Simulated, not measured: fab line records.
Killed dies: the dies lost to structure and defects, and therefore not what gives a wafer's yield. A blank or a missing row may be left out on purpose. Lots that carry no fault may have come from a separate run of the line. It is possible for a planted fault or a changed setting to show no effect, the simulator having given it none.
Chamber matching | flow n5_finfet | cvd_co-02 running N5_BEOL_M5_CVD_47: 3 sister chambers
The step deposits Co from CCTBA/H2, target thk 3 nm, time 216 s. 3 wafers are shown with their chamber, then 7 later ones without.

== WAFERS PAIRED WITH THEIR CHAMBERS ==
wafer  | chamber | run_length_s (s)
L953.4 | 1       | 239.2
L954.2 | 0       | 238.7
L954.4 | 2       | 239.9

== WAFERS MISSING THEIR CHAMBER ==
wafer  | run_length_s (s)
L954.6 | 239.2
L955.1 | 238.7
L955.5 | 239.8
L955.6 | 239.4
L956.1 | 238.8
L956.3 | 239.5
L956.5 | 239.0

== CHAMBER TAKEN BY EACH ==
wafer  | from the rows above     | in truth
L954.6 | 1                       | 1
L955.1 | 0                       | 0
L955.5 | 2                       | 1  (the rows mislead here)
L955.6 | can't be placed: 1 or 2 | 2
L956.1 | can't be placed: 0 or 1 | 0
L956.3 | can't be placed: 1 or 2 | 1
L956.5 | can't be placed: 1 or 0 | 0
Placed correctly: 2 of 7. Unplaceable from these rows: 4, with the true chamber sitting among the candidates in 4. 1 placed wrongly.
How it was worked out, from the rows above alone: a wafer's distance from a chamber is the root of the sum, over the readings, of the square of ((its reading less the chamber's mean) divided by the reading's scatter). If the next closest chamber is less than 2 further off than the closest, the wafer can't be placed; otherwise it belongs to the closest. The mean given for a chamber averages the wafers shown for that chamber. The scatter: root of mean squared gap, hidden wafer to nearest shown wafer, with one shown wafer a chamber.
